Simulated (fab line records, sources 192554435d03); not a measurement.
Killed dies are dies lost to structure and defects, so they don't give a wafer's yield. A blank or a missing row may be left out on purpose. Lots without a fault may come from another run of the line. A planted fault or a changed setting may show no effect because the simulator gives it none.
Split-lot experiment | flow n5_finfet | 7 lots, 21 wafers read, on a route of 1938 steps

THE SPLIT
At N5_BEOL_M7_EXPOSE_08 (exposes mask M7), the setting dose_mj was moved away from the recipe's 68.25 on 6 of the 21 wafers read, by -6.4% to +4.0%. The other wafers ran this setting at the recipe's value.

FROM THE SPLIT TO THE READING: what the file shows between them, 20 steps
- N5_BEOL_M7_PEB_09: peb time 60 s
- N5_BEOL_M7_DEVELOP_10: develop time 30 s
- N5_BEOL_M7_CD_MEAS_11: target cd 38.5 nm
- N5_BEOL_M7_DESCUM_16: chemistry O2, time 7.9 s
- N5_BEOL_M7_ETCH_61: etches SiARC in CF4, target depth 45.5 nm, time 75.8 s
- N5_BEOL_M7_ETCH_62: etches SOC in N2/H2, target depth 110 nm, overetch 22 nm, time 165 s
- N5_BEOL_M7_STRIP_68: strips in N2/H2
- N5_BEOL_M7_STRIP_67: strips in CF4
- N5_BEOL_M7_HM_OPEN_17: chemistry Cl2/BCl3, target TiN, target depth 20 nm, overetch 6 nm
- N5_BEOL_M7_STRIP_19: strips in O2
- N5_BEOL_M7_CD_MEAS_18: pitch 80 nm, target cd 40 nm
- N5_BEOL_M7_COAT_63: time 60 s, resist thk 60 nm
- N5_BEOL_M7_COAT_64: time 60 s, resist thk 12 nm
- N5_BEOL_M7_STRIP_76: strips in C4F6/O2
- N5_BEOL_M7_STRIP_36: strips in N2/H2
- N5_BEOL_M7_TRENCH_ETCH_37: etches SiCOH lowk in C4F6/O2, target depth 93.478 nm, time 31.2 s
- N5_BEOL_M7_ETCH_41: etches SiCN in CH3F/O2, target depth 31.9 nm, time 57.8 s
- N5_BEOL_M7_STRIP_80: strips in N2/H2, time 10 s
- N5_BEOL_M7_PRECLEAN_42: cleans in residue remover, time 60 s
- N5_BEOL_M7_SRD_43: time 30 s

THE READING
cd_nm, in nm, at N5_BEOL_M7_CD_MEAS_35 (target cd 40 nm). Fault-free wafers of this fab line usually give 39.9 nm, standard deviation 0.52 nm.

wafer  | tool, chamber at the split | dose_mj as run | against the recipe | cd_nm, nm | against lot-mates on the recipe
L079.2 | arfi_scanner-03, 0         | 68.25          | recipe             | 39.5      | -
L079.5 | arfi_scanner-03, 0         | 71             | +4.0%              | 41.9      | +2.2
L079.6 | arfi_scanner-03, 0         | 68.25          | recipe             | 39.8      | -
L078.1 | arfi_scanner-02, 0         | 69.85          | +2.3%              | 41.2      | +1.7
L078.3 | arfi_scanner-02, 0         | 68.25          | recipe             | 39.6      | -
L078.5 | arfi_scanner-02, 0         | 68.25          | recipe             | 39.4      | -
L081.3 | arfi_scanner-03, 0         | 63.9           | -6.4%              | 37.1      | -2.2
L081.4 | arfi_scanner-03, 0         | 68.25          | recipe             | 39.3      | -
L081.6 | arfi_scanner-03, 0         | 63.9           | -6.4%              | 37.3      | -2.0
L083.1 | arfi_scanner-03, 0         | 64.22          | -5.9%              | 37.1      | -3.4
L083.2 | arfi_scanner-03, 0         | 68.25          | recipe             | 40.5      | -
L083.4 | arfi_scanner-03, 0         | 64.22          | -5.9%              | 37.3      | -3.2
L086.2 | arfi_scanner-02, 0         | 68.25          | recipe             | 39.2      | -
L086.4 | arfi_scanner-02, 0         | 68.25          | recipe             | 40.2      | -
L086.6 | arfi_scanner-02, 0         | 68.25          | recipe             | 39.6      | -
L089.2 | arfi_scanner-02, 0         | 68.25          | recipe             | 40.7      | -
L089.4 | arfi_scanner-02, 0         | 68.25          | recipe             | 40.2      | -
L089.5 | arfi_scanner-02, 0         | 68.25          | recipe             | 40.0      | -
L091.1 | arfi_scanner-02, 0         | 68.25          | recipe             | 40.7      | -
L091.2 | arfi_scanner-02, 0         | 68.25          | recipe             | 39.7      | -
L091.4 | arfi_scanner-02, 0         | 68.25          | recipe             | 40.6      | -

THE FIT
A straight line over all 21 wafers: cd_nm changes by +0.455 nm for each +1% of dose_mj; r = +0.94; the points scatter about the line by 0.46 nm.
The same after taking each lot's own level away (the mean of its wafers on the recipe; 21 wafers): +0.464 nm for each +1%; r = +0.95; scatter 0.46 nm.
On that fit, the largest move of dose_mj shifts the reading by 3 nm.
The lots' own levels span 39.30 to 40.50 nm, that is 2.3 times the standard deviation above.
So the lot-to-lot level changes the slope little: the two slopes agree.
Check: with one of the wafers moved furthest among these (-6.4%) left out of the fit, the line predicts -3.1 nm for it against its lot-mates. It came out at -2.2 nm against them.

OTHER SPLITS ON THESE WAFERS
These wafers also went through other splits before the reading. Each is held against what the fit with the lots' levels taken away leaves over:
other split on the same wafers    | wafers away from the commonest value | r with cd_nm (lot level and that fit taken away)
N5_BEOL_M6_STRIP_19 temp_c        | 5                                    | -0.19
N5_BEOL_M7_HM_DEP_02 target_thk_a | 4                                    | +0.18

THE WHOLE CHAIN: every reading that the file lists as answering this split, in the file's order
step                  | what it does                                                         | reading                                                               | change (the file's fit)               | r (the file's)
N5_BEOL_M7_CD_MEAS_11 | target cd 38.5 nm                                                    | cd_nm                                                                 | +0.451 nm for each +1% of the setting | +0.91
N5_BEOL_M7_ETCH_61    | etches SiARC in CF4, target depth 45.5 nm, time 75.8 s               | BEOL_M7.cd_offset_nm (the simulator's own value, which no gauge read) | +0.457 nm for each +1% of the setting | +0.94
N5_BEOL_M7_ETCH_62    | etches SOC in N2/H2, target depth 110 nm, overetch 22 nm, time 165 s | BEOL_M7.cd_offset_nm (the simulator's own value, which no gauge read) | +0.465 nm for each +1% of the setting | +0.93
N5_BEOL_M7_CD_MEAS_18 | pitch 80 nm, target cd 40 nm                                         | cd_nm                                                                 | +0.455 nm for each +1% of the setting | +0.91
N5_BEOL_M7_CD_MEAS_35 | target cd 40 nm                                                      | cd_nm                                                                 | +0.474 nm for each +1% of the setting | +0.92

THE FILE'S OWN FIT
cd_nm changes by +0.474 nm for each +1% of dose_mj, r = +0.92.
